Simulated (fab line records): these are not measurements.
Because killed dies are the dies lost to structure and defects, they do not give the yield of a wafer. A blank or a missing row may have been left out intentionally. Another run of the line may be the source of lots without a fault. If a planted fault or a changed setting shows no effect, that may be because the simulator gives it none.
What tool caused it? | flow n5-finfet | 26 wafers from 9 lots sampled at 5 of the route's 1938 steps

WHAT THE GAUGES SHOWED, per wafer
N5_BEOL_M4_RC_MEAS_101.
lot  | measured     | on        | DIBL_N (mV/V)
L177 | day 8 17:02  | prober-01 | 37.0 37.6 38.1
L176 | day 8 20:54  | prober-02 | 36.8 36.7 37.8
L178 | day 9 03:10  | prober-01 | 38.6 36.9 35.1
L184 | day 10 13:26 | prober-02 | 35.0 35.6
L190 | day 11 17:25 | prober-01 | 38.2 37.9 35.0
L191 | day 12 11:32 | prober-01 | 36.4 36.5 36.6
L193 | day 12 16:11 | prober-01 | 36.1 39.8 37.8
L194 | day 12 16:58 | prober-01 | 36.1 41.5 36.2
L196 | day 13 12:01 | prober-01 | 36.6 37.0 37.5

TOOL THAT RAN EACH LOT (tool first, then ch and the chambers of the sampled wafers, then the start)
lot  | N5_BEOL_M2_ETCH_64                 | N5_BEOL_M2_HM_OPEN_17             | N5_BEOL_M2_ETCH_69                 | N5_BEOL_M2_STRIP_97
L177 | rie-diel-03 ch 0,2,3, day 6 19:52  | rie-metal-03 ch 0,1, day 6 20:03  | rie-diel-03 ch 0,1, day 6 20:54    | rie-diel-01 ch 0,1, day 8 17:02 or earlier
L176 | rie-diel-01 ch 0,2,3, day 6 20:45  | rie-metal-03 ch 0,1, day 6 20:57  | rie-diel-01 ch 2,3, day 6 21:43    | rie-diel-03 ch 0,1,3, day 8 20:54 or earlier
L178 | rie-diel-05 ch 0,1,3, day 7 06:26  | rie-metal-03 ch 0,1, day 7 06:37  | rie-diel-01 ch 1,2,3, day 7 07:26  | rie-diel-01 ch 1,2,3, day 9 03:10 or earlier
L184 | rie-diel-03 ch 1,3, day 8 18:44    | rie-metal-03 ch 0,1, day 8 18:56  | rie-diel-03 ch 0,3, day 8 19:56    | rie-diel-03 ch 2,3, day 10 13:26 or earlier
L190 | rie-diel-03 ch 1,2,3, day 10 08:44 | rie-metal-03 ch 0,1, day 10 08:54 | rie-diel-05 ch 1,2, day 10 10:35   | rie-diel-05 ch 1,2,3, day 11 17:25 or earlier
L191 | rie-diel-03 ch 0,1, day 10 17:42   | rie-metal-03 ch 0, day 10 17:53   | rie-diel-05 ch 0,1,3, day 10 18:34 | rie-diel-03 ch 2,3, day 12 11:32 or earlier
L193 | rie-diel-05 ch 0,1,2, day 11 03:09 | rie-metal-02 ch 0,1, day 11 03:19 | rie-diel-03 ch 0,1,3, day 11 04:07 | rie-diel-01 ch 0,1,3, day 12 16:11 or earlier
L194 | rie-diel-03 ch 0,1, day 11 11:25   | rie-metal-03 ch 0,1, day 11 11:36 | rie-diel-05 ch 0,2, day 11 12:24   | rie-diel-03 ch 0,2,3, day 12 16:58 or earlier
L196 | rie-diel-03 ch 1,2,3, day 12 02:39 | rie-metal-03 ch 0,1, day 12 02:49 | rie-diel-03 ch 0,1,2, day 12 03:58 | rie-diel-01 ch 1,2, day 13 12:01 or earlier
- N5_BEOL_M2_ETCH_64: etches SOC in N2/H2, target depth 75 nm, overetch 22.5 nm, time 121.9 s.
- N5_BEOL_M2_HM_OPEN_17: chemistry Cl2/BCl3, target TiN, target depth 20 nm, overetch 6 nm.
- N5_BEOL_M2_ETCH_69: etches SiARC in CF4, target depth 15.6 nm, time 26 s.
- N5_BEOL_M2_STRIP_97: strips in N2/H2, time 10 s.

THE ANSWER, worked out from the rows above alone
Rule: the lots themselves supply what counts as usual. Put in order of their means at a reading, lots are off if they are a third of the lots or fewer, leave a main group of 4 or more, and stand apart from it by a gap of 3 or more times the standard deviation of the main group's means; of several such gaps the widest counts. The tables above print the reading to a certain number of digits; a main group whose means all agree to those digits is not used. Also off: a lot with no number at a reading for which 4 or more lots have one. All remaining lots with rows at the step are treated as sound.
Across all readings shown, no lot is off: no conclusion can be drawn from this.

WHAT WAS PUT IN BY THE SIMULATOR
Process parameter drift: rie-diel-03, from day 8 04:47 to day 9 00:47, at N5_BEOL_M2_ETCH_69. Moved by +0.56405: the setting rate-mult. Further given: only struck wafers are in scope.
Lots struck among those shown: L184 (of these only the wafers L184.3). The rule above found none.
